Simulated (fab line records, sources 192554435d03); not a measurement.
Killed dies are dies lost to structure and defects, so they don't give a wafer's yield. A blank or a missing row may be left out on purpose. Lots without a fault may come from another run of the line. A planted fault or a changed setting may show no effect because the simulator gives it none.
Chamber matching | flow n5_finfet | N5_BEOL_M6_ETCH_72 on rie_diel-01: 4 sister chambers
The step etches underlayer in N2/H2, target depth 6.5 nm, time 5.2 s. 14 wafers are shown with their chamber, then 7 later ones without.

WAFERS WITH THEIR CHAMBER
wafer  | chamber | drypump_motor_current_A (A) | showerhead_plenum_p_Torr (Torr) | throttle_valve_pct (%)
L075.1 | 3       | 6.1                         | 2.52                            | 18.31
L075.4 | 2       | 5.6                         | 2.46                            | 17.51
L075.6 | 3       | 6.1                         | 2.52                            | 18.29
L081.1 | 2       | 5.6                         | 2.45                            | 17.58
L081.2 | 0       | 5.2                         | 2.67                            | 17.83
L081.6 | 1       | 5.4                         | 2.49                            | 17.75
L088.2 | 1       | 5.3                         | 2.49                            | 17.78
L088.4 | 0       | 5.2                         | 2.66                            | 17.87
L088.6 | 2       | 5.6                         | 2.45                            | 17.54
L089.1 | 1       | 5.3                         | 2.48                            | 17.80
L089.3 | 2       | 5.6                         | 2.45                            | 17.59
L089.6 | 1       | 5.4                         | 2.48                            | 17.79
L091.3 | 0       | 5.2                         | 2.66                            | 17.88
L091.4 | 1       | 5.3                         | 2.48                            | 17.79

SIGNATURES (means of the wafers above)
reading                  | chamber 0 | chamber 1 | chamber 2 | chamber 3 | scatter within a chamber
drypump_motor_current_A  | 5.200     | 5.340     | 5.600     | 6.100     | 0.0346
showerhead_plenum_p_Torr | 2.6633    | 2.4840    | 2.4525    | 2.5200    | 0.00512
throttle_valve_pct       | 17.8600   | 17.7820   | 17.5550   | 18.3000   | 0.0268
Rule: a wafer's distance from a chamber is the root of the sum, over the readings, of the square of ((its reading less the chamber's mean) divided by the reading's scatter). The wafer belongs to the nearest chamber; if the next one is less than 2 further off, it can't be placed. The scatter: the root of (the sum of the squares of (reading less its chamber's mean) over the shown wafers, divided by (wafers less chambers)).

WAFERS WITHOUT THEIR CHAMBER
wafer  | drypump_motor_current_A (A) | showerhead_plenum_p_Torr (Torr) | throttle_valve_pct (%)
L091.6 | 5.6                         | 2.45                            | 17.58
L095.1 | 5.2                         | 2.66                            | 17.89
L095.2 | 6.2                         | 2.50                            | 17.77
L095.3 | 5.6                         | 2.44                            | 17.62
L096.3 | 5.2                         | 2.65                            | 17.91
L096.5 | 5.2                         | 2.65                            | 17.94
L096.6 | 5.4                         | 2.48                            | 17.82

WHICH CHAMBER EACH WENT THROUGH
wafer  | from the rows above     | in truth
L091.6 | 2                       | 2
L095.1 | 0                       | 0
L095.2 | can't be placed: 3 or 2 | 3
L095.3 | 2                       | 2
L096.3 | 0                       | 0
L096.5 | 0                       | 0
L096.6 | 1                       | 1
Placed correctly: 6 of 7. Can't be placed from these rows: 1 (the true chamber is among the candidates in 1). Placed wrongly: 0.
